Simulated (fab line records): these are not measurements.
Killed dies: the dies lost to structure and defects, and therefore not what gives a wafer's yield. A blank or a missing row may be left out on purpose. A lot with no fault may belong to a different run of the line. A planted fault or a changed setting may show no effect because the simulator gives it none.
A lot that was struck, set against a sound lot / flow nand_harc / 15 steps out of a route of 1302
Sound: the wafers L714.1, L714.2, L714.6. Struck: wafer L722.2; the same lot's L722.4 was not struck, so it is left out; see the end for the cause.
Order at every step that has rows: each side's tool, ch and its chambers, its first start. Under that, the readings that differ: sound wafers / struck wafers / difference of the means / sigmas: that difference in standard deviations of wafers without a fault.
alike: same words and numbers on both sides, and readings whose means sit less than 2 such deviations apart. not compared: any withheld reading, any reading some wafer has no value for, any bound like >300 that may hide the same value, and any number with overlapping values for which the record gives no deviation.
A row with sigmas, a row that says differs or no value, or rows on one side alone: a step with any of these is where the two part. Numbers that have no deviation but don't overlap get no sigmas and don't part them. A reading missing from all wafers of one side parts the sides only when that side holds two or more wafers.

NHARC_A_DECK1_JOINT_ETCHBACK_00: etches the open film in HBr, target depth 30 nm, time 17.4 s.
  sound on rie_si-05 ch 0,1,2, day 11 08:04; struck on rie_si-03 ch 0, day 15 12:55
reading=chamber_pressure_mTorr (mTorr); sound=14.981 14.994 14.999; struck=15.020; difference=+0.029; sigmas=+2
  alike: drypump_motor_current_A, oes_product_au, throttle_valve_pct
  not compared: rf_hours_counter_h
then, 8 steps without rows for these wafers: NHARC_A_DECK1_JOINT_PRECLEAN_30 (cleans in SC1); NHARC_A_DECK1_JOINT_SRD_31; NHARC_A_DECK1_JOINT_CVD_34 (deposits SiNx, target thk 20 nm); NHARC_A_DECK1_JOINT_DEP_06 (deposits SiOx, target thk 80 nm); NHARC_A_DECK1_JOINT_CURE_26 (time 32 s); NHARC_A_DECK1_JOINT_ANNEAL_27 (time 3600 s); NHARC_A_DECK1_JOINT_ANNEAL_28 (time 1800 s); NHARC_A_DECK1_JOINT_ANNEAL_29 (time 1800 s).
NHARC_A_DECK1_JOINT_CMP_02: polishes SiOx.
  sound on cmp-02 ch 0,1,2, day 12 05:24; struck on cmp-01 ch 1, day 16 11:59
reading=motor_current_A (A); sound=11.1 10.8 13.3; struck=14.4; difference=+2.7; sigmas=+2
  not compared: pad_life_wafers
following that, these wafers have no rows for 1 step: NHARC_A_DECK1_JOINT_SRD_15.
NHARC_A_DECK1_JOINT_DEP_16: deposits SiO2, target thk 45 nm.
  sound on pecvd-01 ch 0,1,2, day 12 05:49; struck on pecvd-01 ch 1, day 16 12:23
  alike: heater_power_w, showerhead_vpp_V, throttle_valve_pct
NHARC_A_DECK1_JOINT_THK_MEAS_17: measures by ellipsometry.
  sound on film_metro-01, day 12 06:04; struck on film_metro-02, day 16 12:37
reading=thk_nm (nm); sound=44.3 45.3 44.3; struck=28.1; difference=-16.5; sigmas=-14
NHARC_A_DECK1_JOINT_INSPECT_05:
  sound on defect_inspect-02, day 12 06:07; struck on defect_inspect-02, day 16 12:39
  alike: raw_defect_count
NHARC_END_SORT_01:
  the record has rows for the sound wafers here (prober-01 ch 0, day 24 04:20) and none for the struck ones

== WHERE THEY PART ==
Last at NHARC_END_SORT_01 as far as this record goes, first at NHARC_A_DECK1_JOINT_ETCHBACK_00.

WHY: what had been put in by the simulator
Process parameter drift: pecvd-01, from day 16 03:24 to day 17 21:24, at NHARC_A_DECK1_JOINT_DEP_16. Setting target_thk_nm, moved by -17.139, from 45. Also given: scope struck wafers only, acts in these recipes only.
